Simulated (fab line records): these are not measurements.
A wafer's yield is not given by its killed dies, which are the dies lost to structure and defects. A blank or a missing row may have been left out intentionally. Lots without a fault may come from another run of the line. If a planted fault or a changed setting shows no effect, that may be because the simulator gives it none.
Which tool was responsible? ; flow n5_finfet ; route of 1938 steps, sampled at 1 step: 11 lots, 33 wafers

== WHAT EACH GAUGE READ, for each wafer ==
N5_BEOL_M10_OVL_MEAS_29.
lot;measured;on;V9_OVL (nm)
L078;day 12 20:14;overlay-02;-1.7 -0.7 -1.5
L076;day 13 09:14;overlay-01;0.6 -0.1 0.4
L080;day 13 14:46;overlay-01;0.5 0.0 0.1
L079;day 14 00:45;overlay-02;-0.9 -0.2 0.5
L084;day 14 12:38;overlay-01;-0.8 0.2 0.7
L085;day 14 23:26;overlay-01;-0.9 -1.3 -0.9
L087;day 15 06:58;overlay-01;0.6 0.3 0.2
L089;day 16 05:05;overlay-02;-0.2 0.1 0.4
L090;day 16 13:34;overlay-01;1.5 1.4 0.9
L092;day 16 20:12;overlay-01;-0.8 0.4 -0.4
L096;day 17 17:13;overlay-02;-0.6 -0.6 -0.9

== WHAT TOOL EACH LOT RAN ON (gives the tool, then ch and the chambers of the sampled wafers, and finally the start) ==
The record shows no process step preceding these readings.

== THE ANSWER, worked out from the rows above alone ==
Rule: what is usual is taken from the lots themselves. The widest of any qualifying gaps counts: lots, ordered by their means at a reading, are off when they make up no more than a third of the lots, leave a main group of 4 or more, and stand apart from it by 3 or more times the standard deviation of that group's means. A main group is skipped when, at the precision printed for the reading in the tables above, its means are all equal. A lot without any number at a reading at which 4 lots or more have one is off too. Where the step has rows for the other lots, those lots are counted as sound.
No lot is off on any of the readings shown, so nothing can be concluded from this.

== WHAT HAD BEEN PUT IN BY THE SIMULATOR ==
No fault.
